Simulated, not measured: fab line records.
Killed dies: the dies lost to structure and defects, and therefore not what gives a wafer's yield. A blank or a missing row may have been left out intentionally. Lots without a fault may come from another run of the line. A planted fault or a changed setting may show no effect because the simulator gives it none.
Chamber matching	flow nandHarc	NHARC_P_GATE_STRIP_108 on rieDiel-07: 4 sister chambers
The step strips in O2. 4 wafers are shown with their chamber, then 7 later ones without.

== WAFERS PAIRED WITH THEIR CHAMBERS ==
wafer	chamber	showerheadPlenumPTorr (Torr)
L548.6	0	3.33
L555.6	3	3.31
L563.2	2	3.61
L563.3	1	3.59

== WAFERS WHOSE CHAMBER IS MISSING ==
wafer	showerheadPlenumPTorr (Torr)
L563.5	3.61
L564.1	3.61
L564.5	3.61
L564.6	3.59
L565.1	3.59
L565.5	3.32
L565.6	3.59

== THE CHAMBER EACH PASSED THROUGH ==
wafer	from the rows above	in truth
L563.5	2	2
L564.1	2	2
L564.5	2	2
L564.6	1	1
L565.1	1	1
L565.5	can't be placed: 3 or 0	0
L565.6	1	1
Placed correctly: 6 of 7. From these rows, 1 cannot be placed; in 1 the true chamber is one of the candidates. Wrongly placed: 0.
How it was worked out, from the rows above alone: a wafer's distance from a chamber is the root of the sum, over the readings, of the square of ((its reading less the chamber's mean) divided by the reading's scatter). The wafer belongs to the nearest chamber; if the next one is less than 2 further off, it can't be placed. Each chamber's mean is taken over the wafers shown for it. The scatter: root of mean squared gap, hidden wafer to nearest shown wafer, with one shown wafer a chamber.
